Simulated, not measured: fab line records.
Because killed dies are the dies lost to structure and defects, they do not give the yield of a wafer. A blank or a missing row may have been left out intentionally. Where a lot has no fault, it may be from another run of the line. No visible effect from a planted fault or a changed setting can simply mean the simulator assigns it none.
Which of the tools did it? + flow n5 finfet + 24 lots (72 wafers sampled), 1 step of a 1938-step route

WHAT EACH GAUGE READ, for each wafer
N5_BEOL_M4_OVL_MEAS_12. Usual: M4_OVL gives 0.0 nm (standard deviation 0.72).
| lot  | measured     | on         | M4_OVL (nm)    | flag |
|------|--------------|------------|----------------|------|
| L074 | day 8 04:31  | overlay-01 | -0.3 -0.2 0.1  |      |
| L076 | day 8 07:29  | overlay-02 | 0.0 -0.8 0.8   |      |
| L075 | day 8 07:40  | overlay-02 | -0.1 -0.3 -0.1 |      |
| L077 | day 8 10:59  | overlay-01 | -1.1 -0.9 0.2  |      |
| L078 | day 8 19:20  | overlay-01 | 0.6 1.1 -0.3   |      |
| L080 | day 8 20:09  | overlay-02 | -0.7 -0.8 -0.7 |      |
| L079 | day 8 21:50  | overlay-02 | 0.5 0.2 -0.1   |      |
| L082 | day 9 22:03  | overlay-02 | -0.7 -1.4 -0.9 |      |
| L081 | day 9 22:26  | overlay-02 | 0.4 0.1 -0.3   |      |
| L084 | day 10 07:04 | overlay-02 | 0.1 0.1 0.7    |      |
| L083 | day 10 07:32 | overlay-01 | -0.4 -0.9 1.0  |      |
| L085 | day 10 22:29 | overlay-01 | -0.5 -0.1 -1.1 |      |
| L087 | day 10 23:13 | overlay-02 | -0.5 -0.6 0.2  |      |
| L088 | day 11 07:11 | overlay-02 | 0.2 -0.3 -0.5  |      |
| L086 | day 11 10:56 | overlay-01 | 0.0 -0.1 -0.1  |      |
| L089 | day 11 11:07 | overlay-01 | 0.2 0.9 0.9    |      |
| L091 | day 11 16:04 | overlay-01 | -1.3 -0.3 -0.6 |      |
| L090 | day 11 19:59 | overlay-01 | -0.7 -0.6 0.6  |      |
| L092 | day 12 09:02 | overlay-01 | -0.6 0.6 -0.3  |      |
| L093 | day 12 15:23 | overlay-02 | 2.0 1.2 2.1    |      |
| L094 | day 13 00:29 | overlay-01 | 1.0 -0.3 0.4   |      |
| L095 | day 13 01:34 | overlay-02 | -0.4 -0.5 0.0  |      |
| L097 | day 13 19:59 | overlay-02 | -0.5 -0.3 -0.1 |      |
| L096 | day 13 21:22 | overlay-02 | 1.2 0.2 0.6    |      |

WHICH TOOL RAN EACH LOT (tool, then ch and the chambers of the sampled wafers, then the start)
The record holds no process step before these readings.

AS READ BY THE TOOLS THEMSELVES (means over the sampled wafers that have a number; for cases with no such wafer, the mark the record gives instead)
The record holds no such reading with a usual standard deviation.

THE ANSWER, worked out from the rows above alone
Rule: take the mean of a lot's wafers that have a number; if it is more than 3 standard deviations from the usual mean, the lot is off. Also off: a lot with no number at a reading for which 4 or more lots have one. Any other lot the step has rows for is counted as sound. The gauges are gone through in route order, then the tools' own readings, and for those a lot's mean is taken as printed above. At the first step where some lot is off, the reading lying furthest off is the one used; lots without a number count as furthest.
No lot is off at any reading shown: from this, nothing can be told.

WHAT THE SIMULATOR HAD PUT IN
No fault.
